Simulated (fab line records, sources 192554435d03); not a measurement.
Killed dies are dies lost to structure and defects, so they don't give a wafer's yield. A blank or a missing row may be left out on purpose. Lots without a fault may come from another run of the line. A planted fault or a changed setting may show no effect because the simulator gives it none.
Chamber matching | flow n5_finfet | N5_GATE_CUT_CMP_43 on cmp-03: 4 sister chambers
The step polishes SiO2. 16 wafers are shown with their chamber, then 8 later ones without.

WAFERS WITH THEIR CHAMBER
wafer  | chamber | motor_current_A (A) | retaining_ring_pressure_frac | pad_life_wafers
L077.1 | 2       | 12.2                | 0.998                        | 368
L077.4 | 1       | 13.3                | 0.998                        | 367
L079.1 | 0       | 9.9                 | 1.007                        | 494
L079.3 | 3       | 12.3                | 0.997                        | 493
L081.1 | 3       | 11.7                | 1.004                        | 621
L081.2 | 2       | 13.0                | 0.999                        | 620
L081.3 | 1       | 13.6                | 0.998                        | 619
L082.1 | 3       | 12.1                | 1.004                        | 656
L082.2 | 0       | 11.3                | 1.007                        | 657
L083.1 | 2       | 12.2                | 1.004                        | 732
L083.2 | 0       | 10.3                | 1.002                        | 734
L083.4 | 3       | 12.1                | 1.006                        | 733
L086.2 | 1       | 13.4                | 1.004                        | 865
L086.3 | 3       | 11.7                | 1.010                        | 867
L086.4 | 2       | 12.1                | 1.003                        | 866
L088.1 | 0       | 10.2                | 1.008                        | 933

SIGNATURES (means of the wafers above)
reading                      | chamber 0 | chamber 1 | chamber 2 | chamber 3 | scatter within a chamber
motor_current_A              | 10.425    | 13.433    | 12.375    | 11.980    | 0.405
retaining_ring_pressure_frac | 1.00600   | 1.00000   | 1.00100   | 1.00420   | 0.00366
pad_life_wafers              | 704.50    | 617.00    | 646.50    | 674.00    | 190
Rule: a wafer's distance from a chamber is the root of the sum, over the readings, of the square of ((its reading less the chamber's mean) divided by the reading's scatter). The wafer belongs to the nearest chamber; if the next one is less than 2 further off, it can't be placed. The scatter: the root of (the sum of the squares of (reading less its chamber's mean) over the shown wafers, divided by (wafers less chambers)).

WAFERS WITHOUT THEIR CHAMBER
wafer  | motor_current_A (A) | retaining_ring_pressure_frac | pad_life_wafers
L088.2 | 12.8                | 0.991                        | 932
L090.1 | 11.0                | 0.994                        | 1020
L090.3 | 12.9                | 1.003                        | 1022
L093.2 | 10.4                | 1.000                        | 1148
L093.4 | 12.8                | 1.000                        | 1146
L094.2 | 11.9                | 1.003                        | 1189
L097.1 | 12.3                | 1.002                        | 1340
L097.4 | 13.3                | 0.991                        | 1338

WHICH CHAMBER EACH WENT THROUGH
wafer  | from the rows above          | in truth
L088.2 | can't be placed: 2 or 1 or 3 | 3
L090.1 | can't be placed: 0 or 3 or 2 | 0
L090.3 | can't be placed: 2 or 1 or 3 | 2
L093.2 | can't be placed: 0 or 3      | 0
L093.4 | can't be placed: 2 or 1 or 3 | 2
L094.2 | can't be placed: 3 or 2 or 0 | 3
L097.1 | can't be placed: 3 or 2 or 1 | 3
L097.4 | can't be placed: 1 or 2 or 3 | 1
Placed correctly: 0 of 8. Can't be placed from these rows: 8 (the true chamber is among the candidates in 8). Placed wrongly: 0.
